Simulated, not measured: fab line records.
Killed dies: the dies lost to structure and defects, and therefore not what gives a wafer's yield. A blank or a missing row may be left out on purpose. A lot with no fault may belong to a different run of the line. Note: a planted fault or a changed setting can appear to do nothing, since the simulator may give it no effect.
A lot that was struck, set against a sound lot | flow n5 finfet | 25 steps out of a route of 1938
Sound: these wafers, L739.1, L739.3, L739.4. The struck wafers were L746.1, L746.3, L746.6. At the end, the cause is stated.
For every step that has rows: the tool of each side, followed by ch and its chambers, followed by its first start. Under that, the readings that differ: sound wafers | struck wafers | difference of the means | sigmas: that difference in standard deviations of wafers without a fault.
alike: a reading whose means differ by less than 2 such deviations, as well as words and numbers matching on both sides. not compared: withheld readings; readings where some wafer has no value; bounds like >300 that might hide an equal value; numbers whose values overlap and for which the record gives no deviation.
The two part at a step that has a row with sigmas, a row that says differs or no value, or rows on one side only. Non-overlapping numbers with no deviation appear without sigmas and do not part them. A reading missing from all wafers of one side parts the sides only when that side holds two or more wafers.

N5_BEOL_M15_INSPECT_12: inspects for defects (macro).
  sound on defect inspect-01 at day 12 17:27; struck on defect inspect-02 at day 16 12:24
  alike: raw defect count
N5_BEOL_M15_DESCUM_15: chemistry O2, time 7.9 s.
  sound on rie diel-02 ch 1,2,3, day 12 17:29; struck on rie diel-06 ch 2,3, day 16 12:26
  alike: drypump motor current A, oes product au, rf vpp V, showerhead plenum p Torr, throttle valve pct
  not compared: rf hours counter h
then, 2 steps without rows for these wafers: N5_BEOL_M15_ETCH_59 (etches BARC in N2/H2, target depth 89 nm, overetch 26.7 nm, time 67.9 s); N5_BEOL_M15_VIA_ETCH_16 (etches SiO2 in C4F8/O2/Ar, target depth 1792.2 nm).
N5_BEOL_M15_STRIP_63: strips in O2.
  sound: rie diel-02 ch 1,2,3; struck: rie diel-06 ch 2,3
  alike: drypump motor current A, oes product au, rf vpp V, showerhead plenum p Torr, throttle valve pct
  not compared: rf hours counter h
N5_BEOL_M15_STRIP_64: strips in O2.
  sound: rie diel-02 ch 1,2,3; struck: rie diel-06 ch 2,3
  alike: drypump motor current A, oes product au, rf vpp V, showerhead plenum p Torr, throttle valve pct
  not compared: rf hours counter h
then, 2 steps without rows for these wafers: N5_BEOL_M15_STRIP_65 (strips in post etch residue remover, time 60 s); N5_BEOL_M15_SRD_66 (time 30 s, dry time 30 s).
N5_BEOL_M15_CD_MEAS_17 targets a cd of 360 nm.
  sound on cd sem-02 at day 12 17:59; struck on cd sem-02 at day 16 12:56
  alike: cd nm
then, 1 step without rows for these wafers: N5_BEOL_M15_COAT_56 (time 60 s, resist thk 550 nm).
N5_BEOL_M15_ETCH_57: etches SOC in N2/H2, time 750 s.
  sound on rie diel-02 ch 0,2,3, day 12 18:07; struck on rie diel-06 ch 0,2, day 16 13:02
  alike: drypump motor current A, h2 flow sccm, oes product au, rf vpp V, showerhead plenum p Torr, throttle valve pct
  not compared: rf hours counter h
then, 1 step without rows for these wafers: N5_BEOL_M15_COAT_60 (time 60 s, resist thk 89 nm).
N5_BEOL_M15_COAT_22: resist thk 800 nm.
  sound on litho track-04 ch 0, day 12 18:37; struck on litho track-04 ch 0, day 16 13:32
  reading                                    | sound                | struck               | difference | sigmas
  spin speed rpm (rpm)                       | 1704.4 1703.0 1703.5 | 1607.3 1606.8 1606.6 | -96.7      | -88
  model.coat_of_BEOL_M15_COAT_22.thk nm (nm) | 805.6 802 804.2      | 828.6 825.4 825.8    | +22.7      |
then, 6 steps without rows for these wafers: N5_BEOL_M15_EBR_24; N5_BEOL_M15_SOFTBAKE_23 (time 60 s); N5_BEOL_M15_EXPOSE_25 (exposes mask M15, target cd 400 nm); N5_BEOL_M15_PEB_26 (peb time 90 s); N5_BEOL_M15_DEVELOP_27 (develop time 45 s); N5_BEOL_M15_HARDBAKE_32 (time 120 s).
N5_BEOL_M15_CD_MEAS_28 targets a cd of 407.6 nm.
  sound on cd sem-03 ch 0, day 12 18:53; struck on cd sem-02 ch 0, day 16 13:56
  alike: cd nm
N5_BEOL_M15_OVL_MEAS_29:
  sound on overlay-01 ch 0, day 12 18:55; struck on overlay-01 ch 0, day 16 13:58
  alike: M15_OVL
N5_BEOL_M15_INSPECT_30: inspects for defects (macro).
  sound on defect inspect-02 at day 12 18:56; struck on defect inspect-02 at day 16 13:59
  alike: raw defect count
N5_BEOL_M15_DESCUM_33: chemistry O2, time 7.9 s.
  sound on rie diel-03 ch 2,3, day 12 18:59; struck on rie diel-03 ch 1,2,3, day 16 14:01
  alike: drypump motor current A, oes product au, rf vpp V, showerhead plenum p Torr, throttle valve pct
  not compared: rf hours counter h
then, 1 step without rows for these wafers: N5_BEOL_M15_ETCH_61 (etches BARC in N2/H2, target depth 89 nm, overetch 26.7 nm, time 67.9 s).
N5_BEOL_M15_TRENCH_ETCH_34: etches SiO2 in C4F8/O2/Ar, target depth 872.93 nm, time 199 s.
  sound on rie diel-03 ch 2,3, day 12 19:04; struck on rie diel-03 ch 1,2,3, day 16 14:06
  reading                                    | sound           | struck            | difference | sigmas
  model.coat_of_BEOL_M15_COAT_22.thk nm (nm) | 547 546.2 545.6 | 575.4 564.6 568.6 | +23.3      |
  alike: drypump motor current A, oes_ar_750_au, oes product au, rf vpp V, showerhead plenum p Torr, throttle valve pct
  not compared: rf hours counter h

## WHERE THEY PART
N5_BEOL_M15_COAT_22 only, going by this record. Later steps at which nothing parts them and some readings are alike: N5_BEOL_M15_CD_MEAS_28, N5_BEOL_M15_OVL_MEAS_29, N5_BEOL_M15_INSPECT_30, N5_BEOL_M15_DESCUM_33, N5_BEOL_M15_TRENCH_ETCH_34.

WHY: what the simulator had put in
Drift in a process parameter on litho track-04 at N5_BEOL_M15_COAT_22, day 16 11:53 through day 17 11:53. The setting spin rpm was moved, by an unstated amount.
